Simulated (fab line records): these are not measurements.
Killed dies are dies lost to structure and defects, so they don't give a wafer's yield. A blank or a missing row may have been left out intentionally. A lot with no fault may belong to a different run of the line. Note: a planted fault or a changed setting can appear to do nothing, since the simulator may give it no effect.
8D (eight disciplines) problem report, filled in by code | flow n5Finfet | the parts of the form that need people (team, actions taken, sign-off) are left out

== 1. THE PROBLEM ==
IGATE_N at N5_BEOL_M4_RC_MEAS_101 reads a mean of 0.0317 nA/um on 1 wafer of 1 lot; wafers without a fault read 0.0129 nA/um with a standard deviation of 0.0017. Relative to the usual mean, that is a shift of +11 standard deviations.
First observed at day 12 15:20: wafer L848.2, on prober-02. The record has a number at this step for 30 wafers belonging to 10 lots. By rule, "out" or "out of limits" means more than 4 standard deviations away from the usual mean. All remaining wafers that have a number are taken as sound.

== 2. WHAT IT IS, AND WHAT IT ISN'T ==
question                    | is                             | is not
which readings at this step | IGATE_N, EOT_N, EOT_P, IGATE_P | DIBL_N, DIBL_P, IOFF_N, ION_N, ION_P, SS_N, SS_P, VT_N
which lots                  | L848                           | L832, L833, L835, L836, L837, L838, L840, L842, L853
which wafers of those lots  | L848.2                         | L848.3, L848.5
read on which gauges        | prober-02                      | prober-01
when                        | from day 12 15:20              | up to then (26 sound wafers); but 3 sound wafers of L853 came after

== 3. SUSPECTS, AND WHAT RULES EACH OUT ==
Counting: any tool at a process step up to the reading remains a suspect provided it ran every lot that is out. Sound lots after the first of them don't rule it out here, since some wafers of a struck lot are sound.
- the gauge at N5_BEOL_M4_RC_MEAS_101: kept. All the wafers that are out were read on prober-02, and no step on other tools shows them out.
- aldHk-03 at N5_HKMG_FIN_IL_REGROW_00 (material SiO2, chemistry O3, target thk 0.75 nm, time 30 s): kept. The lot that is out, L848, ran on it at day 8 10:49; the last sound lot it ran before that was L842, at day 7 02:02.
- pvdSputter-02 at N5_BEOL_M4_SPUTTER_92 (material Cu, target thk 4.5 nm, time 8.29 s): kept. The lot that is out, L848, ran on it at day 12 13:38; the last sound lot it ran before that was L840, at day 11 02:16.
- pvdSputter-02 at N5_BEOL_M4_SPUTTER_96 (material Cu, target thk 4.5 nm, time 8.29 s): kept. The lot that is out, L848, ran on it at day 12 14:04; the last sound lot it ran before that was L840, at day 11 02:43.
- cvdCo-02 at N5_BEOL_M4_CO_CAP_55 (material Co, precursor CCTBA/H2, target thk 2 nm, time 102.1 s): kept. The lot that is out, L848, ran on it at day 12 14:57; the last sound lot it ran before that was L840, at day 11 03:35.
- Within cvdCo-02 at N5_BEOL_M4_CO_CAP_55, the wafers that are out were processed in chamber 2 and their sound lot-mates in chamber 0.
Left after counting: aldHk-03 at N5_HKMG_FIN_IL_REGROW_00, pvdSputter-02 at N5_BEOL_M4_SPUTTER_92, pvdSputter-02 at N5_BEOL_M4_SPUTTER_96, cvdCo-02 at N5_BEOL_M4_CO_CAP_55, prober-02 at N5_BEOL_M4_RC_MEAS_101.

== 4. THE CAUSE (what the simulator had put in) ==
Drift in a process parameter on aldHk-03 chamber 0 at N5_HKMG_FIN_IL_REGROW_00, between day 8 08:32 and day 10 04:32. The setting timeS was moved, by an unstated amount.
Of the 5 suspects that counting leaves, this tool is one.

== 5. THE EFFECT CHAIN, in route order ==
Each row: a reading where the mean over the struck wafers with a number is more than 3 standard deviations away from the usual. Only readings for which the record gives a usual standard deviation are gone through. hours: the time from each lot's start at the first step in this table that gives one to its start at this step, as a median over the lots. sigmas: the change in usual standard deviations.
hours | step                   | reading | usual        | on struck wafers | change  | sigmas
0     | N5_BEOL_M4_RC_MEAS_101 | EOT_N   | 10.52        | 10.00            | -0.52   | -5.3
0     | N5_BEOL_M4_RC_MEAS_101 | EOT_P   | 10.46        | 9.99             | -0.47   | -5.7
0     | N5_BEOL_M4_RC_MEAS_101 | IGATE_N | 0.0129 nA/um | 0.0317           | +0.0188 | +11
0     | N5_BEOL_M4_RC_MEAS_101 | IGATE_P | 0.0038 nA/um | 0.0091           | +0.0053 | +11

== 6. WHAT WOULD HAVE CAUGHT IT SOONER ==
In this record the first reading out of limits at a measuring or inspecting step was taken at day 12 15:20, 103 hours after the fault began at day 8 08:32.
All the lots that are out (1) had begun N5_HKMG_FIN_IL_REGROW_00 on aldHk-03 by day 12 15:20. Tool hold at that time: it would have spared none of them.
